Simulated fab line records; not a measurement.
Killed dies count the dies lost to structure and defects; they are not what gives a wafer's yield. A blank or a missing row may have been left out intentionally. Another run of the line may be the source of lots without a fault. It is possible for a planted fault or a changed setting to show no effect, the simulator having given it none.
Split-lot experiment -- flow n5Finfet -- on a route of 1938 steps: 7 lots, 39 wafers read

== SPLIT DETAILS ==
At N5_SD_EPI_P_EPI_21 (deposits SiGe:B, time 355 s), the setting tempC was moved away from the recipe's 550 C on 15 of the 39 wafers read, by +0.2% to +0.6%. This setting was run at the recipe's value on the other wafers.

== FROM THE SPLIT TO THE READING: what the file shows between them, 6 steps ==
- N5_SD_EPI_P_EPI_MEAS_23
- N5_SD_EPI_P_HM_STRIP_48: strips SiNx in H3PO4, material SiNx, target depth 3 nm
- N5_SD_EPI_P_SRD_49: time 30 s
- N5_SD_EPI_P_PRECLEAN_24: cleans in O3/DIW, time 45 s
- N5_SD_ACTIVATION_RTA_00: time 0 s
- N5_SD_ACTIVATION_LSA_01: time 0.0008 s

== THE READING ==
RS_SD_P in ohm/sq, measured at N5_SD_ACTIVATION_RS_MEAS_03 by four-point-probe. On this fab line, fault-free wafers typically give 56.0 ohm/sq with a standard deviation of 1.1 ohm/sq.

wafer,"tool, chamber at the split","tempC as run, C",against the recipe,"RS_SD_P, ohm/sq",against lot-mates on the recipe
L075.1,"epiRpcvd-01, 0",550,recipe,56.0,-
L075.2,"epiRpcvd-01, 0",552.4,+0.4%,53.8,-2.1
L075.3,"epiRpcvd-01, 0",552.4,+0.4%,53.5,-2.4
L075.4,"epiRpcvd-01, 0",550,recipe,56.5,-
L075.5,"epiRpcvd-01, 0",550,recipe,55.2,-
L075.6,"epiRpcvd-01, 0",552.4,+0.4%,53.2,-2.7
L078.1,"epiRpcvd-01, 0",550,recipe,56.5,-
L078.2,"epiRpcvd-01, 0",550,recipe,56.1,-
L078.3,"epiRpcvd-01, 0",550,recipe,55.3,-
L078.4,"epiRpcvd-01, 0",551.2,+0.2%,53.8,-2.2
L078.5,"epiRpcvd-01, 0",551.2,+0.2%,54.2,-1.8
L078.6,"epiRpcvd-01, 0",551.2,+0.2%,54.2,-1.8
L080.1,"epiRpcvd-04, 0",550,recipe,57.4,-
L080.2,"epiRpcvd-04, 0",550,recipe,57.2,-
L080.3,"epiRpcvd-04, 0",550,recipe,57.5,-
L080.4,"epiRpcvd-04, 0",550,recipe,57.7,-
L080.5,"epiRpcvd-04, 0",550,recipe,56.5,-
L080.6,"epiRpcvd-04, 0",550,recipe,57.3,-
L084.1,"epiRpcvd-03, 0",551.5,+0.3%,54.0,-3.0
L084.2,"epiRpcvd-03, 0",550,recipe,56.9,-
L084.3,"epiRpcvd-03, 0",551.5,+0.3%,54.4,-2.6
L084.4,"epiRpcvd-03, 0",550,recipe,57.2,-
L084.5,"epiRpcvd-03, 0",550,recipe,56.8,-
L084.6,"epiRpcvd-03, 0",551.5,+0.3%,54.8,-2.2
L085.1,"epiRpcvd-03, 0",550,recipe,58.0,-
L085.5,"epiRpcvd-03, 0",550,recipe,58.7,-
L085.6,"epiRpcvd-03, 0",550,recipe,58.3,-
L088.1,"epiRpcvd-03, 0",553.5,+0.6%,50.9,-5.0
L088.2,"epiRpcvd-03, 0",553.5,+0.6%,50.9,-5.0
L088.3,"epiRpcvd-03, 0",550,recipe,56.3,-
L088.4,"epiRpcvd-03, 0",553.5,+0.6%,51.2,-4.7
L088.5,"epiRpcvd-03, 0",550,recipe,55.7,-
L088.6,"epiRpcvd-03, 0",550,recipe,55.8,-
L095.1,"epiRpcvd-01, 0",550,recipe,57.0,-
L095.2,"epiRpcvd-01, 0",552.9,+0.5%,53.0,-4.2
L095.3,"epiRpcvd-01, 0",552.9,+0.5%,53.3,-3.9
L095.4,"epiRpcvd-01, 0",550,recipe,57.2,-
L095.5,"epiRpcvd-01, 0",552.9,+0.5%,53.7,-3.5
L095.6,"epiRpcvd-01, 0",550,recipe,57.3,-

THE FIT
A straight line over all 39 wafers: RS_SD_P changes by -8.23 ohm/sq for each +1% of tempC; r = -0.92; the points scatter about the line by 0.83 ohm/sq.
The same after taking each lot's own level away (the mean of its wafers on the recipe; 39 wafers): -7.3 ohm/sq for each +1%; r = -0.97; scatter 0.44 ohm/sq.
The reading moves by 4.6 ohm/sq for the largest change in tempC, on that fit.
The lots' own levels span 55.90 to 58.33 ohm/sq, that is 2.2 times the standard deviation above.
So the lot-to-lot level changes the slope: the two fits differ.
Check: for one of the wafers moved furthest among these (+0.6%), held out of the fit, the line's prediction against its lot-mates is -4.61 ohm/sq. It came out at -5.03 ohm/sq against them.

== THE WHOLE CHAIN: every reading that the file lists as answering this split, in the file's order ==
step,what it does,reading,change (the file's fit),r (the file's)
N5_SD_EPI_P_EPI_21,"deposits SiGe:B, time 355 s","SiGe-B_of_SD_EPI_P_EPI_21.thkNm (the simulator's own value, which no gauge read)",+7.59 nm for each +1% of the setting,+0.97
N5_SD_EPI_P_EPI_MEAS_23,,thkNm,withheld for each +1% of the setting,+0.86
N5_SD_EPI_P_HM_STRIP_48,"strips SiNx in H3PO4, material SiNx, target depth 3 nm","SiGe-B_of_SD_EPI_P_EPI_21.thkNm (the simulator's own value, which no gauge read)",+7.66 nm for each +1% of the setting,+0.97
N5_SD_ACTIVATION_RS_MEAS_03,measures by four-point-probe,RS_SD_P,-7.36 for each +1% of the setting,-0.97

== THE FILE'S OWN FIT ==
RS_SD_P changes by -7.36 ohm/sq for each +1% of tempC, r = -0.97.
